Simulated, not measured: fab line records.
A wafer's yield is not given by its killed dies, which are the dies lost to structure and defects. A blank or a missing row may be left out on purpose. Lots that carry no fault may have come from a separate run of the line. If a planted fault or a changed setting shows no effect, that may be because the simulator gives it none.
fab line records	flow nand-harc
[record] lots = 24	wafers = 72	last-day = 33
route steps=1302 shown A_M1@1179 A_BONDPAD@1215
lots that met no fault: from a run of the same line without faults
start-h: start of the lot's first displayed wafer, in hours after the record's first day	wait-h: hours elapsed since this lot's preceding step	" same as the row above	L1.1+2: one row covering several wafers at once	- no value present, or no start provided	* or withheld: withheld	< > ~ a bound
route shown NAME@n: names a module that has steps shown in the file, with the first one's number in the route	usual: the fault-free wafers' mean and standard deviation	same: alike in all rows	chamber/n: place in a boat	sites: each site's reading	_std_site: standard deviation across them	_edge_site: inner sites' mean taken away from outer sites' mean	radius-mm: for every site, how far away it sits from the centre of the wafer	mask NAME#n: copy n	behind: the tool/chamber that last shaped the wafer	hold: reason for holding the lot/hours on hold/outcome of the hold	device: the transistor (n, p or np) that didn't switch	end of line: tests of these same wafers at the route's end	step lacking rows: just its recipe	killed: at the first sort, the dies lost to defects and structure; wafer yield is something else	map: dies across one wafer; x = killed, . = not, _ = none there
set.NAME: the setting that was run; set.NAME@STEP: the one run at that earlier step	model.NAME: the simulator's own value behind a step, which no gauge read
one table for each step of the route and one row for each wafer, over a sample of lots
services: the hour from which a tool's chamber was out of use, counted from the record's first day as start-h (under 0 if before that day), plus the number of hours and why
[[steps]]
[step NHARC_A_M1_CD_MEAS_09]
[recipe] target-cd-nm = 120	landing-energy-ev = 500
[usual] cd-nm = 120.2/0.56
lot.wafer	tool	chamber	start-h	wait-h	cd-nm
L074.2	cd-sem-03	0	522.93	-	119.3
L074.5	"	0	"	"	119.5
L074.6	"	0	"	"	120.8
L076.1	cd-sem-03	0	539.91	-	120.6
L076.2	"	0	"	"	120.5
L076.6	"	0	"	"	120.4
L077.1	cd-sem-03	0	542.69	-	119.9
L077.2	"	0	"	"	119.4
L077.5	"	0	"	"	119.6
L078.2	cd-sem-01	0	560.53	-	120.7
L078.3	"	0	"	"	120.6
L078.6	"	0	"	"	121.4
L079.3	cd-sem-03	0	571.13	-	120.8
L079.4	"	0	"	"	120.5
L079.5	"	0	"	"	121.2
L081.2	cd-sem-03	0	599.59	-	119.8
L081.3	"	0	"	"	119.6
L081.5	"	0	"	"	119.4
L075.1	cd-sem-01	0	603.92	-	120.0
L075.2	"	0	"	"	118.6
L075.3	"	0	"	"	119.0
L080.1	cd-sem-03	0	605.90	-	120.4
L080.3	"	0	"	"	119.8
L080.5	"	0	"	"	120.1
L082.1	cd-sem-03	0	614.92	-	120.1
L082.2	"	0	"	"	119.6
L082.4	"	0	"	"	121.0
L083.1	cd-sem-03	0	618.43	-	119.8
L083.2	"	0	"	"	119.6
L083.6	"	0	"	"	121.1
L084.1	cd-sem-03	0	619.13	-	121.0
L084.2	"	0	"	"	121.8
L084.6	"	0	"	"	120.8
L085.1	cd-sem-03	0	639.86	-	120.1
L085.3	"	0	"	"	121.1
L085.6	"	0	"	"	121.0
L086.1	cd-sem-03	0	649.94	-	120.0
L086.3	"	0	"	"	119.9
L086.5	"	0	"	"	120.0
L087.1	cd-sem-02	0	664.87	-	118.8
L087.4	"	0	"	"	118.6
L087.6	"	0	"	"	119.6
L090.1	cd-sem-02	0	671.16	-	120.0
L090.3	"	0	"	"	120.8
L090.6	"	0	"	"	120.6
L089.1	cd-sem-02	0	671.69	-	120.6
L089.4	"	0	"	"	120.0
L089.5	"	0	"	"	120.4
L088.1	cd-sem-02	0	681.51	-	119.9
L088.5	"	0	"	"	120.0
L088.6	"	0	"	"	119.6
L092.2	cd-sem-03	0	683.43	-	120.2
L092.3	"	0	"	"	119.2
L092.4	"	0	"	"	119.5
L091.2	cd-sem-03	0	687.09	-	120.3
L091.4	"	0	"	"	120.8
L091.6	"	0	"	"	119.6
L093.3	cd-sem-02	0	708.11	-	120.4
L093.5	"	0	"	"	120.1
L093.6	"	0	"	"	119.9
L095.1	cd-sem-01	0	740.34	-	120.5
L095.5	"	0	"	"	120.2
L095.6	"	0	"	"	119.9
L096.1	cd-sem-03	0	743.42	-	120.2
L096.3	"	0	"	"	120.0
L096.5	"	0	"	"	119.2
L094.1	cd-sem-02	0	747.14	-	119.2
L094.4	"	0	"	"	119.2
L094.5	"	0	"	"	120.2
L097.1	cd-sem-01	0	751.06	-	119.8
L097.3	"	0	"	"	119.7
L097.6	"	0	"	"	121.1
[step NHARC_A_M1_ETCH_28]
[recipe] target-depth-a = 300	over-etch-frac = 0.3	time-s = 72.99	ion-energy-ev = 150	cf4-flow-sccm = 50	n2-flow-sccm = 100	ar-flow-sccm = 150	rf-w = 300	bias-w = 100	chemistry = CF4/N2
[usual] drypump-motor-current-A = 5.9/0.31	oes-product-au = 1.000/0.0097	rf-vpp-V = 315.5/1.5	showerhead-plenum-p-Torr = 2.71/0.081	throttle-valve-pct = 19.796/0.01
lot.wafer	tool	chamber	start-h	wait-h	drypump-motor-current-A	oes-product-au	rf-hours-counter-h	rf-vpp-V	showerhead-plenum-p-Torr	throttle-valve-pct
L074.2	rie-diel-02	0	-	-	6.1	1.007	7.2	316.0	2.75	19.773
L074.5	"	0	"	"	6.0	0.998	-	317.1	2.75	19.776
L074.6	"	1	"	"	6.1	1.014	-	313.9	2.64	19.811
L076.2	rie-diel-02	0	-	-	6.0	1.002	8.0	316.5	2.75	19.799
L076.1	"	3	"	"	6.2	1.015	7.4	313.0	2.65	19.800
L076.6	"	1	"	"	6.1	0.998	-	314.4	2.64	19.786
L077.2	rie-diel-10	1	-	-	6.0	0.983	3.4	313.0	2.64	19.792
L077.1	"	3	"	"	6.0	0.988	2.4	317.3	2.73	19.803
L077.5	"	3	"	"	6.0	0.989	-	316.4	2.73	19.792
L078.2	rie-diel-10	0	-	-	6.0	0.980	3.7	316.0	2.76	19.786
L078.3	"	2	"	"	5.7	0.998	2.8	317.3	2.82	19.793
L078.6	"	1	"	"	5.9	0.996	-	314.2	2.64	19.793
L079.4	rie-diel-10	0	-	-	6.0	0.980	4.0	317.2	2.76	19.803
L079.3	"	1	"	"	6.0	0.996	3.9	315.1	2.64	19.781
L079.5	"	1	"	"	5.9	0.995	-	313.7	2.64	19.807
L081.3	rie-diel-02	2	-	-	6.1	0.990	2.0	315.7	2.73	19.802
L081.2	"	0	"	"	6.0	1.011	2.3	317.4	2.75	19.792
L081.5	"	1	"	"	6.1	1.009	-	314.0	2.63	19.804
L075.2	rie-diel-03	0	-	-	5.0	0.993	5.4	315.9	2.79	19.803
L075.1	"	1	"	"	5.9	0.998	5.4	316.6	2.77	19.806
L075.3	"	2	"	"	5.4	0.984	4.9	311.9	2.49	19.801
L080.1	rie-diel-03	0	-	-	5.0	1.005	5.6	316.0	2.79	19.815
L080.3	"	3	"	"	6.0	0.997	5.2	316.4	2.73	19.802
L080.5	"	0	"	"	5.0	0.993	-	317.7	2.79	19.785
L082.4	rie-diel-03	1	-	-	5.9	0.991	6.0	316.5	2.77	19.799
L082.1	"	3	"	"	6.0	0.995	5.6	316.8	2.73	19.813
L082.2	"	0	"	"	5.0	0.996	6.2	316.0	2.79	19.799
L083.1	rie-diel-10	0	-	-	6.0	1.016	0.3	316.9	2.76	19.778
L083.2	"	3	"	"	6.0	0.992	0.3	314.9	2.73	19.798
L083.6	"	0	"	"	6.0	1.011	-	316.6	2.76	19.803
L084.1	rie-diel-02	3	-	-	6.1	1.008	3.6	315.2	2.65	19.794
L084.2	"	1	"	"	6.1	1.002	4.3	314.3	2.63	19.790
L084.6	"	3	"	"	6.1	1.003	-	313.8	2.65	19.807
L085.1	rie-diel-02	2	-	-	6.1	0.989	5.6	315.5	2.73	19.795
L085.3	"	0	"	"	6.0	1.014	5.9	314.4	2.75	19.804
L085.6	"	2	"	"	6.1	0.983	-	316.8	2.73	19.794
L086.3	rie-diel-02	3	-	-	6.1	1.015	5.6	314.2	2.65	19.798
L086.1	"	2	"	"	6.1	1.005	5.9	314.9	2.73	19.797
L086.5	"	0	"	"	6.1	1.011	-	316.5	2.75	19.810
L087.1	rie-diel-02	1	-	-	6.1	1.010	6.2	312.9	2.63	19.803
L087.4	"	3	"	"	6.1	1.008	6.2	314.0	2.65	19.784
L087.6	"	1	"	"	6.1	1.001	-	315.7	2.63	19.795
L090.1	rie-diel-02	0	-	-	6.0	1.004	8.0	315.6	2.75	19.779
L090.3	"	2	"	"	6.1	0.991	7.3	315.1	2.73	19.796
L090.6	"	0	"	"	6.1	1.001	-	316.8	2.75	19.800
L089.4	rie-diel-02	0	-	-	6.0	1.007	8.1	316.1	2.75	19.786
L089.1	"	1	"	"	6.1	1.012	7.4	314.5	2.63	19.793
L089.5	"	3	"	"	6.1	1.021	-	314.3	2.65	19.822
L088.1	rie-diel-03	1	-	-	5.8	0.998	1.1	317.0	2.77	19.770
L088.6	"	1	"	"	5.9	1.002	-	315.5	2.77	19.799
L088.5	"	2	"	"	5.4	0.989	-	313.6	2.48	19.798
L092.3	rie-diel-10	1	-	-	5.9	0.990	1.4	314.2	2.63	19.794
L092.4	"	2	"	"	5.8	1.001	1.3	318.5	2.81	19.806
L092.2	"	3	"	"	6.0	1.004	1.4	315.6	2.73	19.809
L091.4	rie-diel-03	1	-	-	5.9	1.000	1.4	316.1	2.77	19.781
L091.2	"	2	"	"	5.3	1.001	1.4	311.9	2.48	19.800
L091.6	"	0	"	"	5.0	1.011	-	318.1	2.79	19.797
L093.3	rie-diel-10	3	-	-	6.0	0.994	1.7	315.3	2.73	19.799
L093.6	"	0	"	"	6.0	1.008	-	317.2	2.76	19.787
L093.5	"	1	"	"	5.9	1.000	-	315.6	2.63	19.793
L095.1	rie-diel-03	0	-	-	5.0	1.007	3.4	316.6	2.79	19.795
L095.5	"	0	"	"	5.0	0.997	-	315.5	2.79	19.802
L095.6	"	2	"	"	5.4	0.994	-	311.9	2.48	19.772
L096.3	rie-diel-10	0	-	-	6.0	1.003	3.0	316.1	2.76	19.786
L096.1	"	2	"	"	5.8	1.006	2.8	317.1	2.81	19.779
L096.5	"	1	"	"	5.9	1.000	-	313.4	2.63	19.800
L094.1	rie-diel-10	0	-	-	6.0	0.995	3.1	316.5	2.76	19.806
L094.4	"	2	"	"	5.7	1.000	2.9	317.5	2.81	19.802
L094.5	"	0	"	"	6.0	1.009	-	316.2	2.76	19.802
L097.3	rie-diel-10	2	-	-	5.8	1.013	3.0	317.3	2.81	19.797
L097.1	"	0	"	"	6.0	0.996	3.3	316.7	2.76	19.804
L097.6	"	2	"	"	5.8	1.017	-	317.0	2.81	19.786
[step NHARC_A_M1_CMP_23]
[recipe] t-overpolish-s = 20	target-thk-nm = 154.34
[usual] motor-current-A = 12.1/1.7	retaining-ring-pressure-frac = 1.000/0.0044	time-to-endpoint-s = 28.7/2.7
lot.wafer	tool	chamber	start-h	wait-h	motor-current-A	retaining-ring-pressure-frac	time-to-endpoint-s
L074.2	cmp-02	0	525.31	-	11.1	1.002	25.8
L074.5	"	1	"	"	13.0	1.000	26.7
L074.6	"	2	"	"	13.4	1.000	30.5
L076.1	cmp-02	1	542.26	-	13.1	0.994	32.4
L076.2	"	2	"	"	12.4	0.995	34.1
L076.6	"	1	"	"	13.4	0.997	32.8
L077.1	cmp-04	2	545.05	-	10.6	0.994	24.1
L077.2	"	1	"	"	11.2	0.997	26.9
L077.5	"	3	"	"	11.9	1.001	25.4
L078.2	cmp-02	1	562.81	-	12.8	0.987	30.7
L078.3	"	3	"	"	10.7	1.001	26.3
L078.6	"	2	"	"	12.4	1.000	32.5
L079.3	cmp-02	0	573.43	-	11.8	0.996	30.7
L079.4	"	1	"	"	13.3	0.999	28.6
L079.5	"	1	"	"	13.7	1.000	32.0
L081.3	cmp-04	0	602.32	-	13.7	1.001	29.9
L081.2	"	1	"	"	11.8	0.998	27.2
L081.5	"	1	"	"	11.3	0.998	27.3
L075.3	cmp-02	2	606.20	-	12.6	0.996	30.1
L075.1	"	3	"	"	10.9	0.993	27.7
L075.2	"	1	"	"	12.9	1.006	31.6
L080.3	cmp-01	3	608.19	-	12.3	1.005	29.8
L080.1	"	1	"	"	10.6	0.994	30.8
L080.5	"	0	"	"	16.1	1.002	31.1
L082.1	cmp-04	1	617.55	-	12.1	0.995	26.9
L082.2	"	2	"	"	10.7	0.996	27.1
L082.4	"	3	"	"	10.6	1.002	25.0
L083.1	cmp-02	1	621.02	-	12.9	1.001	33.8
L083.2	"	3	"	"	10.8	0.993	29.0
L083.6	"	1	"	"	13.5	1.000	31.4
L084.1	cmp-02	0	621.74	-	11.6	1.000	28.8
L084.2	"	1	"	"	13.0	1.007	27.7
L084.6	"	0	"	"	10.9	0.998	27.3
L085.1	cmp-02	3	642.57	-	10.5	1.000	28.8
L085.3	"	0	"	"	11.0	1.000	29.1
L085.6	"	3	"	"	10.2	0.999	26.8
L086.3	cmp-02	1	652.23	-	13.2	0.999	28.7
L086.1	"	3	"	"	10.8	0.994	24.8
L086.5	"	2	"	"	13.5	0.991	28.8
L087.4	cmp-04	0	667.21	-	14.2	0.998	33.7
L087.1	"	3	"	"	10.7	0.996	28.2
L087.6	"	0	"	"	14.5	0.997	34.7
L090.1	cmp-02	3	673.50	-	10.9	1.007	21.7
L090.3	"	0	"	"	10.8	0.997	25.5
L090.6	"	1	"	"	12.7	1.009	26.3
L089.4	cmp-01	1	674.04	-	10.7	0.996	29.8
L089.1	"	2	"	"	10.2	1.003	32.0
L089.5	"	0	"	"	16.5	1.002	31.4
L088.1	cmp-01	3	683.80	-	12.1	0.999	26.1
L088.6	"	3	"	"	12.5	0.998	25.4
L088.5	"	0	"	"	14.9	0.999	28.4
L092.2	cmp-02	3	685.73	-	10.9	1.004	28.1
L092.4	"	0	"	"	10.7	1.004	31.4
L092.3	"	2	"	"	12.8	0.992	32.5
L091.4	cmp-01	2	689.44	-	10.2	1.005	29.5
L091.2	"	3	"	"	12.0	1.000	27.0
L091.6	"	1	"	"	11.4	0.997	23.4
L093.3	cmp-02	2	710.39	-	12.8	1.002	31.8
L093.5	"	2	"	"	12.1	1.000	31.9
L093.6	"	3	"	"	11.2	1.002	27.3
L095.1	cmp-04	1	742.80	-	11.7	1.001	27.1
L095.6	"	2	"	"	10.0	1.007	26.8
L095.5	"	3	"	"	10.5	0.999	23.8
L096.1	cmp-04	3	745.76	-	11.3	0.998	23.3
L096.3	"	0	"	"	14.5	0.995	25.5
L096.5	"	2	"	"	10.8	0.996	26.6
L094.4	cmp-01	0	749.43	-	16.4	1.001	32.4
L094.1	"	3	"	"	11.5	1.004	29.1
L094.5	"	0	"	"	17.2	0.996	28.9
L097.3	cmp-01	3	753.34	-	11.6	0.999	27.2
L097.1	"	0	"	"	16.8	1.000	30.4
L097.6	"	0	"	"	16.1	1.004	30.0
[step NHARC_A_BONDPAD_CD_MEAS_09]
[recipe] target-cd-nm = 500	landing-energy-ev = 500
[usual] cd-nm = 499.9/1.7
lot.wafer	tool	chamber	start-h	wait-h	cd-nm
L074.2	cd-sem-01	0	527.62	-	502.0
L074.5	"	0	"	"	500.9
L074.6	"	0	"	"	498.1
L076.1	cd-sem-01	0	544.66	-	499.8
L076.2	"	0	"	"	501.7
L076.6	"	0	"	"	499.8
L077.1	cd-sem-03	0	547.33	-	500.4
L077.2	"	0	"	"	501.9
L077.5	"	0	"	"	499.8
L078.2	cd-sem-01	0	565.08	-	499.7
L078.3	"	0	"	"	497.8
L078.6	"	0	"	"	502.3
L079.3	cd-sem-03	0	575.85	-	498.6
L079.4	"	0	"	"	499.8
L079.5	"	0	"	"	499.5
L081.2	cd-sem-01	0	604.60	-	505.0
L081.3	"	0	"	"	502.0
L081.5	"	0	"	"	501.5
L075.1	cd-sem-03	0	608.47	-	500.3
L075.2	"	0	"	"	497.4
L075.3	"	0	"	"	496.4
L080.1	cd-sem-01	0	610.58	-	499.5
L080.3	"	0	"	"	499.8
L080.5	"	0	"	"	500.8
L082.1	cd-sem-01	0	619.97	-	500.9
L082.2	"	0	"	"	499.5
L082.4	"	0	"	"	498.9
L083.1	cd-sem-01	0	623.42	-	501.2
L083.2	"	0	"	"	499.0
L083.6	"	0	"	"	496.5
L084.1	cd-sem-03	0	624.00	-	497.0
L084.2	"	0	"	"	497.2
L084.6	"	0	"	"	499.4
L085.1	cd-sem-03	0	645.38	-	499.7
L085.3	"	0	"	"	497.5
L085.6	"	0	"	"	502.3
L086.1	cd-sem-03	0	654.62	-	499.7
L086.3	"	0	"	"	501.3
L086.5	"	0	"	"	499.4
L087.1	cd-sem-02	0	671.59	-	499.9
L087.4	"	0	"	"	499.0
L087.6	"	0	"	"	503.2
L090.1	cd-sem-02	0	675.84	-	499.4
L090.3	"	0	"	"	499.2
L090.6	"	0	"	"	501.5
L089.1	cd-sem-03	0	676.40	-	502.8
L089.4	"	0	"	"	498.4
L089.5	"	0	"	"	497.9
L088.1	cd-sem-03	0	686.19	-	498.4
L088.5	"	0	"	"	501.9
L088.6	"	0	"	"	499.2
L092.2	cd-sem-02	0	688.00	-	500.3
L092.3	"	0	"	"	501.1
L092.4	"	0	"	"	496.3
L091.2	cd-sem-03	0	691.78	-	502.2
L091.4	"	0	"	"	499.9
L091.6	"	0	"	"	498.8
L093.3	cd-sem-03	0	712.79	-	499.4
L093.5	"	0	"	"	500.0
L093.6	"	0	"	"	499.9
L095.1	cd-sem-03	0	745.10	-	500.9
L095.5	"	0	"	"	498.2
L095.6	"	0	"	"	504.1
L096.1	cd-sem-01	0	747.98	-	499.8
L096.3	"	0	"	"	499.7
L096.5	"	0	"	"	499.1
L094.1	cd-sem-02	0	752.15	-	499.9
L094.4	"	0	"	"	499.4
L094.5	"	0	"	"	499.0
L097.1	cd-sem-01	0	755.75	-	497.7
L097.3	"	0	"	"	499.2
L097.6	"	0	"	"	500.1
[step NHARC_A_BONDPAD_OVL_MEAS_35]
[usual] overlay-x-nm = 0/5.4	overlay-y-nm = 1/7.9
lot.wafer	tool	chamber	start-h	wait-h	overlay-x-nm	overlay-y-nm
L074.2	overlay-01	-	527.70	-	4	1
L074.5	"	-	"	"	4	1
L074.6	"	-	"	"	3	2
L076.1	overlay-02	-	544.75	-	9	-5
L076.2	"	-	"	"	9	-4
L076.6	"	-	"	"	10	-4
L077.1	overlay-02	-	547.42	-	4	-10
L077.2	"	-	"	"	4	-10
L077.5	"	-	"	"	4	-10
L078.2	overlay-01	-	565.17	-	-6	-3
L078.3	"	-	"	"	-5	-3
L078.6	"	-	"	"	-5	-3
L079.3	overlay-02	-	575.93	-	-1	-21
L079.4	"	-	"	"	0	-21
L079.5	"	-	"	"	-1	-21
L081.2	overlay-01	-	604.69	-	2	2
L081.3	"	-	"	"	1	2
L081.5	"	-	"	"	1	1
L075.1	overlay-02	-	608.56	-	-14	-4
L075.2	"	-	"	"	-14	-3
L075.3	"	-	"	"	-14	-4
L080.1	overlay-02	-	610.67	-	1	3
L080.3	"	-	"	"	1	3
L080.5	"	-	"	"	1	2
L082.1	overlay-02	-	620.06	-	-11	11
L082.2	"	-	"	"	-10	11
L082.4	"	-	"	"	-10	11
L083.1	overlay-02	-	623.51	-	5	-3
L083.2	"	-	"	"	5	-3
L083.6	"	-	"	"	5	-3
L084.1	overlay-02	-	624.10	-	-5	6
L084.2	"	-	"	"	-5	6
L084.6	"	-	"	"	-5	6
L085.1	overlay-01	-	645.47	-	-2	-3
L085.3	"	-	"	"	-2	-3
L085.6	"	-	"	"	-1	-3
L086.1	overlay-01	-	654.70	-	4	1
L086.3	"	-	"	"	4	1
L086.5	"	-	"	"	4	2
L087.1	overlay-02	-	671.67	-	3	1
L087.4	"	-	"	"	3	0
L087.6	"	-	"	"	3	0
L090.1	overlay-01	-	675.93	-	4	9
L090.3	"	-	"	"	3	10
L090.6	"	-	"	"	4	9
L089.1	overlay-02	-	676.48	-	-1	0
L089.4	"	-	"	"	-1	0
L089.5	"	-	"	"	-1	0
L088.1	overlay-02	-	686.28	-	-6	6
L088.5	"	-	"	"	-6	6
L088.6	"	-	"	"	-5	6
L092.2	overlay-02	-	688.09	-	-1	0
L092.3	"	-	"	"	-1	0
L092.4	"	-	"	"	-1	0
L091.2	overlay-02	-	691.87	-	4	19
L091.4	"	-	"	"	4	18
L091.6	"	-	"	"	4	18
L093.3	overlay-01	-	712.87	-	-6	0
L093.5	"	-	"	"	-6	0
L093.6	"	-	"	"	-6	1
L095.1	overlay-01	-	745.19	-	9	-7
L095.5	"	-	"	"	9	-6
L095.6	"	-	"	"	9	-7
L096.1	overlay-02	-	748.07	-	0	11
L096.3	"	-	"	"	0	11
L096.5	"	-	"	"	1	11
L094.1	overlay-02	-	752.24	-	-2	7
L094.4	"	-	"	"	-3	7
L094.5	"	-	"	"	-2	7
L097.1	overlay-02	-	755.84	-	1	-9
L097.3	"	-	"	"	0	-9
L097.6	"	-	"	"	0	-9
[step NHARC_A_BONDPAD_ETCH_12]
[recipe] target-depth-a = 2200	time-s = 110	chf3-flow-sccm = 50	o2-flow-sccm = 10	ar-flow-sccm = 200	rf-w = 500	bias-w = 200	chemistry = CHF3/O2
[usual] chf3-flow-sccm = 50.00/0.15	drypump-motor-current-A = 5.6/0.55	oes-product-au = 0.944/0.024	rf-vpp-V = 370.6/2.1	showerhead-plenum-p-Torr = 2.40/0.092	throttle-valve-pct = 20.572/0.009
lot.wafer	tool	chamber	start-h	wait-h	chf3-flow-sccm	drypump-motor-current-A	oes-product-au	rf-hours-counter-h	rf-vpp-V	showerhead-plenum-p-Torr	throttle-valve-pct
L074.2	rie-diel-08	2	-	-	50.05	6.1	0.987	4	372.8	2.54	20.567
L074.6	"	1	"	"	50.07	6.5	0.971	-	370.4	2.43	20.576
L074.5	"	2	"	"	49.90	6.1	0.987	-	375.2	2.54	20.565
L076.1	rie-diel-13	0	-	-	49.93	5.2	0.983	2	372.7	2.41	20.562
L076.2	"	1	"	"	49.96	5.7	0.971	2	372.1	2.47	20.575
L076.6	"	0	"	"	49.93	5.2	0.975	-	371.3	2.41	20.582
L077.2	rie-diel-13	2	-	-	50.05	4.9	0.918	2	368.3	2.26	20.579
L077.1	"	3	"	"	49.89	5.6	0.920	2	370.1	2.34	20.584
L077.5	"	3	"	"	50.11	5.6	0.920	-	369.2	2.34	20.569
L078.3	rie-diel-08	3	-	-	49.92	4.9	0.986	0	370.6	2.39	20.576
L078.2	"	0	"	"	49.69	6.1	0.983	0	371.4	2.47	20.593
L078.6	"	1	"	"	50.12	6.5	0.968	-	371.7	2.43	20.564
L079.3	rie-diel-08	2	-	-	49.63	6.1	0.983	1	372.2	2.54	20.574
L079.4	"	1	"	"	49.48	6.5	0.986	1	370.9	2.43	20.567
L079.5	"	3	"	"	50.17	4.9	0.977	-	369.8	2.39	20.579
L081.2	rie-diel-08	1	-	-	50.02	6.5	0.951	2	372.4	2.43	20.571
L081.3	"	2	"	"	49.83	6.1	0.958	1	373.1	2.54	20.581
L081.5	"	1	"	"	49.93	6.5	0.949	-	373.1	2.43	20.568
L075.3	rie-diel-13	2	-	-	50.22	4.9	0.933	14	367.0	2.25	20.578
L075.2	"	3	"	"	49.98	5.6	0.929	14	369.6	2.34	20.574
L075.1	"	0	"	"	50.08	5.2	0.933	15	370.0	2.40	20.574
L080.3	rie-diel-08	2	-	-	49.99	6.0	0.929	2	373.3	2.54	20.570
L080.1	"	0	"	"	50.06	6.1	0.927	2	371.9	2.47	20.567
L080.5	"	2	"	"	49.84	6.1	0.935	-	373.8	2.54	20.573
L082.1	rie-diel-13	1	-	-	50.05	5.7	0.942	17	371.8	2.47	20.571
L082.2	"	2	"	"	50.14	4.9	0.969	16	367.2	2.25	20.585
L082.4	"	3	"	"	50.07	5.6	0.972	16	369.0	2.33	20.561
L083.1	rie-diel-13	0	-	-	49.87	5.2	0.914	17	370.4	2.40	20.570
L083.2	"	2	"	"	49.83	4.9	0.927	16	367.4	2.25	20.571
L083.6	"	1	"	"	50.01	5.7	0.909	-	373.5	2.47	20.573
L084.1	rie-diel-13	3	-	-	50.12	5.6	0.962	16	369.9	2.33	20.566
L084.2	"	2	"	"	50.10	4.9	0.968	17	366.4	2.25	20.582
L084.6	"	3	"	"	49.86	5.5	0.966	-	369.3	2.33	20.572
L085.1	rie-diel-13	3	-	-	49.68	5.6	0.928	22	368.7	2.33	20.571
L085.3	"	2	"	"	49.84	4.9	0.928	21	367.2	2.25	20.575
L085.6	"	0	"	"	49.84	5.2	0.924	-	371.1	2.40	20.576
L086.3	rie-diel-08	0	-	-	50.09	6.0	0.979	4	371.6	2.47	20.578
L086.1	"	1	"	"	49.85	6.5	0.964	4	370.8	2.43	20.560
L086.5	"	1	"	"	49.78	6.5	0.957	-	370.9	2.43	20.569
L087.4	rie-diel-08	3	-	-	49.87	4.9	0.988	4	370.2	2.39	20.570
L087.1	"	0	"	"	49.89	6.1	0.981	4	371.5	2.46	20.572
L087.6	"	3	"	"	50.04	4.9	0.990	-	370.3	2.39	20.575
L090.3	rie-diel-13	1	-	-	50.16	5.7	0.923	28	370.8	2.46	20.575
L090.1	"	0	"	"	50.22	5.2	0.918	30	369.4	2.39	20.568
L090.6	"	2	"	"	50.23	4.9	0.913	-	366.4	2.25	20.578
L089.1	rie-diel-13	3	-	-	50.18	5.6	0.917	31	369.4	2.33	20.587
L089.4	"	1	"	"	49.94	5.7	0.922	28	371.8	2.46	20.565
L089.5	"	3	"	"	50.08	5.6	0.923	-	369.1	2.33	20.561
L088.1	rie-diel-12	3	-	-	50.26	5.9	0.950	19	374.3	2.57	20.576
L088.5	"	1	"	"	50.01	6.6	0.934	-	367.2	2.23	20.574
L088.6	"	2	"	"	49.73	5.4	0.933	-	367.5	2.24	20.557
L092.3	rie-diel-13	2	-	-	50.18	4.9	0.926	29	368.1	2.25	20.575
L092.4	"	0	"	"	49.96	5.1	0.939	32	370.2	2.39	20.569
L092.2	"	1	"	"	50.10	5.7	0.921	29	372.0	2.46	20.579
L091.4	rie-diel-13	0	-	-	50.00	5.2	0.926	32	369.1	2.39	20.567
L091.2	"	1	"	"	50.13	5.7	0.924	29	371.8	2.46	20.574
L091.6	"	3	"	"	49.79	5.6	0.920	-	369.0	2.33	20.571
L093.3	rie-diel-08	3	-	-	50.13	4.9	0.937	6	370.4	2.39	20.583
L093.6	"	0	"	"	50.14	6.1	0.931	-	371.2	2.46	20.569
L093.5	"	1	"	"	49.92	6.5	0.932	-	371.5	2.43	20.558
L095.1	rie-diel-13	2	-	-	50.21	4.9	0.926	8	366.7	2.24	20.582
L095.6	"	3	"	"	50.18	5.6	0.916	-	369.5	2.33	20.565
L095.5	"	0	"	"	50.11	5.2	0.918	-	370.3	2.39	20.573
L096.3	rie-diel-12	3	-	-	50.06	5.9	0.948	40	373.6	2.56	20.596
L096.1	"	1	"	"	49.91	6.6	0.920	43	367.2	2.23	20.562
L096.5	"	2	"	"	50.19	5.4	0.924	-	367.4	2.24	20.555
L094.1	rie-diel-08	0	-	-	49.97	6.1	0.981	0	371.3	2.46	20.568
L094.4	"	1	"	"	49.87	6.5	0.983	0	371.7	2.43	20.570
L094.5	"	2	"	"	49.91	6.0	0.972	-	373.5	2.54	20.571
L097.3	rie-diel-08	0	-	-	50.30	6.0	0.925	0	371.3	2.46	20.584
L097.1	"	3	"	"	49.79	4.9	0.903	0	370.3	2.39	20.573
L097.6	"	1	"	"	49.96	6.5	0.925	-	372.0	2.43	20.581
[[services]]
tool	chamber	start-h	hours	kind
cmp-04	-	504.72	4.0	pm
cmp-04	-	515.94	0.4	repair
rie-diel-13	-	519.00	9.0	pm
cmp-04	-	523.42	0.7	repair
cmp-02	-	530.84	4.0	pm
rie-diel-10	3	535.00	4.7	repair
rie-diel-10	2	539.60	7.2	repair
rie-diel-08	-	544.80	9.0	pm
cmp-02	-	548.87	1.7	repair
rie-diel-02	-	570.70	9.0	pm
rie-diel-10	-	596.50	9.0	pm
cmp-02	-	612.90	0.4	repair
cmp-02	-	628.84	4.0	pm
rie-diel-02	1	635.45	14.8	repair
cmp-02	-	645.24	0.9	repair
cmp-02	-	649.65	1.9	repair
rie-diel-10	0	671.68	3.9	repair
rie-diel-02	0	675.96	24.6	repair
rie-diel-02	3	687.55	3.8	repair
rie-diel-13	-	696.00	9.0	pm
cmp-02	-	707.55	0.8	repair
rie-diel-08	-	721.80	9.0	pm
cmp-02	-	726.84	4.0	pm
rie-diel-02	-	747.70	9.0	pm
[[key]]
fault none
